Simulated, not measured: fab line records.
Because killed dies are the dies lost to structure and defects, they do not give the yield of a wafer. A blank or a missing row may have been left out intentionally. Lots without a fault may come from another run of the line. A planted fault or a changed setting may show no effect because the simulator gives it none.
What tool caused it? + flow n5_finfet + Sampling: 24 lots, 72 wafers, 5 of 1938 route steps

== WHAT EACH GAUGE READ, for each wafer ==
N5_WELL_APT_INSPECT_38: inspects for defects (darkfield). Usual: raw_defect_count at 14, with a standard deviation of 5.5.
| lot  | measured    | on                | raw_defect_count | flag |
|------|-------------|-------------------|------------------|------|
| L074 | day 1 16:39 | defect_inspect-01 | 10 10 20         |      |
| L075 | day 1 23:56 | defect_inspect-01 | 36 18 12         |      |
| L076 | day 2 05:04 | defect_inspect-02 | 23 16 12         |      |
| L077 | day 2 10:46 | defect_inspect-01 | 14 9 16          |      |
| L078 | day 2 16:56 | defect_inspect-02 | 20 16 19         |      |
| L079 | day 3 02:10 | defect_inspect-02 | 16 9 16          |      |
| L080 | day 3 06:33 | defect_inspect-01 | 8 13 14          |      |
| L081 | day 3 12:17 | defect_inspect-02 | 8 14 12          |      |
| L082 | day 3 18:36 | defect_inspect-01 | 16 11 18         |      |
| L083 | day 3 22:57 | defect_inspect-01 | 13 21 14         |      |
| L084 | day 4 04:51 | defect_inspect-02 | 17 7 23          |      |
| L085 | day 4 10:44 | defect_inspect-02 | 21 9 8           |      |
| L086 | day 4 16:28 | defect_inspect-01 | 7 8 8            |      |
| L087 | day 5 00:26 | defect_inspect-02 | 12 8 10          |      |
| L088 | day 5 05:22 | defect_inspect-02 | 13 14 15         |      |
| L089 | day 5 10:40 | defect_inspect-01 | 7 23 11          |      |
| L090 | day 5 16:42 | defect_inspect-01 | 10 8 17          |      |
| L091 | day 5 23:12 | defect_inspect-01 | 7 12 9           |      |
| L092 | day 6 05:26 | defect_inspect-01 | 7 12 22          |      |
| L093 | day 6 10:46 | defect_inspect-01 | 28 17 13         |      |
| L094 | day 6 16:55 | defect_inspect-02 | 5 14 13          |      |
| L095 | day 6 22:33 | defect_inspect-01 | 14 11 12         |      |
| L096 | day 7 05:53 | defect_inspect-01 | 14 8 16          |      |
| L097 | day 7 10:48 | defect_inspect-01 | 28 18 34         |      |

N5_FIN_SAQP_THK_MEAS_05. Usual: thk_nm at 38.3 nm, with a standard deviation of 0.64.
| lot  | measured    | on            | thk_nm (nm)    | flag |
|------|-------------|---------------|----------------|------|
| L074 | day 1 20:59 | film_metro-02 | 37.9 38.1 39.7 |      |
| L075 | day 2 04:15 | film_metro-01 | 38.1 38.6 37.5 |      |
| L076 | day 2 08:53 | film_metro-01 | 37.4 37.8 37.2 |      |
| L077 | day 2 15:47 | film_metro-01 | 38.8 38.5 38.4 |      |
| L078 | day 2 20:52 | film_metro-01 | 38.3 38.3 39.5 |      |
| L079 | day 3 06:04 | film_metro-02 | 38.5 38.6 38.4 |      |
| L080 | day 3 10:31 | film_metro-02 | 37.6 38.8 38.3 |      |
| L081 | day 3 16:12 | film_metro-02 | 38.7 37.5 38.5 |      |
| L082 | day 3 22:41 | film_metro-02 | 38.3 37.3 37.9 |      |
| L083 | day 4 04:13 | film_metro-02 | 37.7 38.6 38.6 |      |
| L084 | day 4 09:02 | film_metro-01 | 38.2 38.2 38.3 |      |
| L085 | day 4 14:52 | film_metro-02 | 37.7 39.2 39.1 |      |
| L086 | day 4 22:03 | film_metro-01 | 37.6 39.4 39.0 |      |
| L087 | day 5 04:58 | film_metro-01 | 38.5 38.4 39.3 |      |
| L088 | day 5 09:20 | film_metro-02 | 37.6 38.5 39.0 |      |
| L089 | day 5 14:37 | film_metro-01 | 38.0 38.3 39.0 |      |
| L090 | day 5 21:07 | film_metro-01 | 38.2 39.8 39.0 |      |
| L091 | day 6 03:18 | film_metro-01 | 37.9 37.4 38.5 |      |
| L092 | day 6 09:20 | film_metro-01 | 38.6 39.1 38.3 |      |
| L093 | day 6 15:05 | film_metro-02 | 38.4 38.6 38.7 |      |
| L094 | day 6 20:52 | film_metro-01 | 36.4 37.2 37.3 |      |
| L095 | day 7 02:49 | film_metro-01 | 37.1 37.7 38.7 |      |
| L096 | day 7 09:52 | film_metro-02 | 37.1 37.7 38.1 |      |
| L097 | day 7 14:59 | film_metro-01 | 37.2 37.2 38.6 |      |

N5_FIN_CUT_OVL_MEAS_09. Usual: FIN_CUT_OVL -0.2 nm, standard deviation 0.52.
| lot  | measured    | on         | FIN_CUT_OVL (nm) | flag |
|------|-------------|------------|------------------|------|
| L074 | day 2 03:58 | overlay-01 | -0.7 0.7 -0.8    |      |
| L075 | day 2 09:43 | overlay-02 | -0.6 -1.1 0.1    |      |
| L076 | day 2 14:30 | overlay-02 | -0.1 -0.9 -0.3   |      |
| L077 | day 2 22:55 | overlay-01 | -0.4 -0.5 -0.3   |      |
| L078 | day 3 04:24 | overlay-02 | 0.0 -0.1 0.1     |      |
| L079 | day 3 13:35 | overlay-02 | -0.5 -0.7 0.6    |      |
| L080 | day 3 17:46 | overlay-02 | -0.5 -0.5 -0.8   |      |
| L081 | day 3 22:20 | overlay-02 | -0.2 -0.3 -0.8   |      |
| L082 | day 4 04:46 | overlay-02 | 0.6 -0.1 -0.2    |      |
| L083 | day 4 09:50 | overlay-02 | -0.5 -0.1 0.3    |      |
| L084 | day 4 14:34 | overlay-01 | -0.4 -0.7 -0.3   |      |
| L085 | day 4 23:09 | overlay-02 | -0.1 -0.4 -0.5   |      |
| L086 | day 5 04:05 | overlay-02 | -0.5 0.4 -0.7    |      |
| L087 | day 5 10:41 | overlay-01 | 0.4 0.2 0.2      |      |
| L088 | day 5 15:32 | overlay-02 | 0.4 -0.1 0.1     |      |
| L089 | day 5 20:04 | overlay-02 | -0.8 -0.1 -0.2   |      |
| L090 | day 6 03:04 | overlay-01 | 0.1 -0.1 0.3     |      |
| L091 | day 6 08:44 | overlay-02 | 0.4 0.0 0.5      |      |
| L092 | day 6 15:58 | overlay-02 | -0.8 -0.5 -1.3   |      |
| L093 | day 6 21:01 | overlay-01 | -1.1 -1.3 -0.6   |      |
| L094 | day 7 02:32 | overlay-01 | 0.0 0.4 0.9      |      |
| L095 | day 7 08:14 | overlay-02 | -0.4 0.1 -1.1    |      |
| L096 | day 7 15:40 | overlay-01 | -0.6 -1.0 -0.8   |      |
| L097 | day 7 20:57 | overlay-02 | -0.7 -0.2 -0.1   |      |

== WHAT TOOL EACH LOT RAN ON (gives the tool, then ch and the chambers of the sampled wafers, and finally the start) ==
| lot  | N5_FIN_SAQP_HM_CD_35   | N5_FIN_SAQP_ETCH_64             |
|------|------------------------|---------------------------------|
| L074 | cd_sem-01, day 2 03:19 | rie_si-06 ch 0,1,2, day 2 03:22 |
| L075 | cd_sem-03, day 2 09:04 | rie_si-06 ch 0,2,3, day 2 09:07 |
| L076 | cd_sem-03, day 2 13:43 | rie_si-03 ch 1,2,3, day 2 13:45 |
| L077 | cd_sem-02, day 2 22:08 | rie_si-03 ch 1,3, day 2 22:11   |
| L078 | cd_sem-01, day 3 03:37 | rie_si-03 ch 1,2,3, day 3 03:40 |
| L079 | cd_sem-01, day 3 12:48 | rie_si-06 ch 0,1,3, day 3 12:50 |
| L080 | cd_sem-01, day 3 16:59 | rie_si-06 ch 0,1,3, day 3 17:01 |
| L081 | cd_sem-02, day 3 21:34 | rie_si-04 ch 2,3, day 3 21:37   |
| L082 | cd_sem-03, day 4 04:07 | rie_si-06 ch 0,1, day 4 04:10   |
| L083 | cd_sem-01, day 4 09:11 | rie_si-03 ch 0,2,3, day 4 09:14 |
| L084 | cd_sem-01, day 4 13:46 | rie_si-03 ch 0,2,3, day 4 13:49 |
| L085 | cd_sem-02, day 4 22:29 | rie_si-03 ch 1,2, day 4 22:32   |
| L086 | cd_sem-03, day 5 03:19 | rie_si-03 ch 0,2,3, day 5 03:22 |
| L087 | cd_sem-02, day 5 09:55 | rie_si-04 ch 1,2,3, day 5 09:58 |
| L088 | cd_sem-03, day 5 14:52 | rie_si-06 ch 0,2,3, day 5 14:55 |
| L089 | cd_sem-03, day 5 19:25 | rie_si-03 ch 1,2, day 5 19:27   |
| L090 | cd_sem-01, day 6 02:17 | rie_si-03 ch 1,2,3, day 6 02:19 |
| L091 | cd_sem-02, day 6 07:57 | rie_si-06 ch 1,2,3, day 6 08:00 |
| L092 | cd_sem-01, day 6 15:11 | rie_si-03 ch 0,1, day 6 15:14   |
| L093 | cd_sem-03, day 6 20:14 | rie_si-04 ch 0,3, day 6 20:17   |
| L094 | cd_sem-01, day 7 01:45 | rie_si-04 ch 0,2,3, day 7 01:48 |
| L095 | cd_sem-02, day 7 07:35 | rie_si-04 ch 0,1,2, day 7 07:38 |
| L096 | cd_sem-02, day 7 14:59 | rie_si-04 ch 0,1,2, day 7 15:02 |
| L097 | cd_sem-03, day 7 20:11 | rie_si-04 ch 2,3, day 7 20:13   |
- N5_FIN_SAQP_HM_CD_35: target cd 8 nm.
- N5_FIN_SAQP_ETCH_64: etches SiO2 in CF4, target depth 1.5 nm.

== AS READ BY THE TOOLS THEMSELVES (means over the sampled wafers that have a number; for cases with no such wafer, the mark the record gives instead) ==
N5_FIN_SAQP_HM_CD_35. Usual: cd_nm at 8.12 nm, with a standard deviation of 0.28.
| lot  | tool      | cd_nm (nm) | flag |
|------|-----------|------------|------|
| L074 | cd_sem-01 | 8.04       |      |
| L075 | cd_sem-03 | 8.16       |      |
| L076 | cd_sem-03 | 8.11       |      |
| L077 | cd_sem-02 | 8.30       |      |
| L078 | cd_sem-01 | 7.99       |      |
| L079 | cd_sem-01 | 7.97       |      |
| L080 | cd_sem-01 | 8.22       |      |
| L081 | cd_sem-02 | 8.19       |      |
| L082 | cd_sem-03 | 8.15       |      |
| L083 | cd_sem-01 | 8.08       |      |
| L084 | cd_sem-01 | 8.26       |      |
| L085 | cd_sem-02 | 7.94       |      |
| L086 | cd_sem-03 | 7.88       |      |
| L087 | cd_sem-02 | 8.12       |      |
| L088 | cd_sem-03 | 8.21       |      |
| L089 | cd_sem-03 | 7.59       |      |
| L090 | cd_sem-01 | 8.40       |      |
| L091 | cd_sem-02 | 8.25       |      |
| L092 | cd_sem-01 | 8.14       |      |
| L093 | cd_sem-03 | 8.55       |      |
| L094 | cd_sem-01 | 8.12       |      |
| L095 | cd_sem-02 | 8.04       |      |
| L096 | cd_sem-02 | 8.25       |      |
| L097 | cd_sem-03 | 8.45       |      |

N5_FIN_SAQP_ETCH_64. Usual: drypump_motor_current_A 5.8 A, standard deviation 0.44; oes_product_au 0.992 a.u., standard deviation 0.03; throttle_valve_pct 21.7 %, standard deviation 0.34.
| lot  | tool      | drypump_motor_current_A (A) | oes_product_au (a.u.) | throttle_valve_pct (%) | flag |
|------|-----------|-----------------------------|-----------------------|------------------------|------|
| L074 | rie_si-06 | 5.9                         | 0.975                 | 21.7                   |      |
| L075 | rie_si-06 | 5.9                         | 0.990                 | 21.6                   |      |
| L076 | rie_si-03 | 5.9                         | 0.993                 | 21.8                   |      |
| L077 | rie_si-03 | 5.9                         | 0.987                 | 21.6                   |      |
| L078 | rie_si-03 | 5.9                         | 0.994                 | 21.8                   |      |
| L079 | rie_si-06 | 5.9                         | 0.973                 | 21.4                   |      |
| L080 | rie_si-06 | 5.9                         | 0.980                 | 21.4                   |      |
| L081 | rie_si-04 | 6.0                         | 1.021                 | 21.5                   |      |
| L082 | rie_si-06 | 5.8                         | 0.978                 | 21.7                   |      |
| L083 | rie_si-03 | 5.4                         | 0.983                 | 22.0                   |      |
| L084 | rie_si-03 | 5.4                         | 0.980                 | 22.0                   |      |
| L085 | rie_si-03 | 6.2                         | 0.985                 | 21.8                   |      |
| L086 | rie_si-03 | 5.4                         | 0.980                 | 22.0                   |      |
| L087 | rie_si-04 | 5.7                         | 1.017                 | 21.6                   |      |
| L088 | rie_si-06 | 5.8                         | 0.999                 | 21.6                   |      |
| L089 | rie_si-03 | 6.1                         | 0.987                 | 21.8                   |      |
| L090 | rie_si-03 | 5.8                         | 0.991                 | 21.8                   |      |
| L091 | rie_si-06 | 6.0                         | 0.978                 | 21.4                   |      |
| L092 | rie_si-03 | 6.0                         | 0.958                 | 21.9                   |      |
| L093 | rie_si-04 | 6.0                         | 1.008                 | 21.6                   |      |
| L094 | rie_si-04 | 6.1                         | 1.014                 | 21.6                   |      |
| L095 | rie_si-04 | 5.9                         | 1.016                 | 21.7                   |      |
| L096 | rie_si-04 | 5.9                         | 1.014                 | 21.6                   |      |
| L097 | rie_si-04 | 5.9                         | 1.021                 | 21.5                   |      |

== THE ANSWER, worked out from the rows above alone ==
Rule: take the mean of a lot's wafers that have a number; if it is more than 3 standard deviations from the usual mean, the lot is off. A lot without any number at a reading at which 4 lots or more have one is off too. The other lots that the step has rows for count as sound. Order of review: gauges by route order, followed by the tools' own readings, for which a lot's mean as printed above is used. At the first step where some lot is off, the reading lying furthest off is the one used; lots without a number count as furthest.
No lot is off on any of the readings shown, so nothing can be concluded from this.

== WHAT HAD BEEN PUT IN BY THE SIMULATOR ==
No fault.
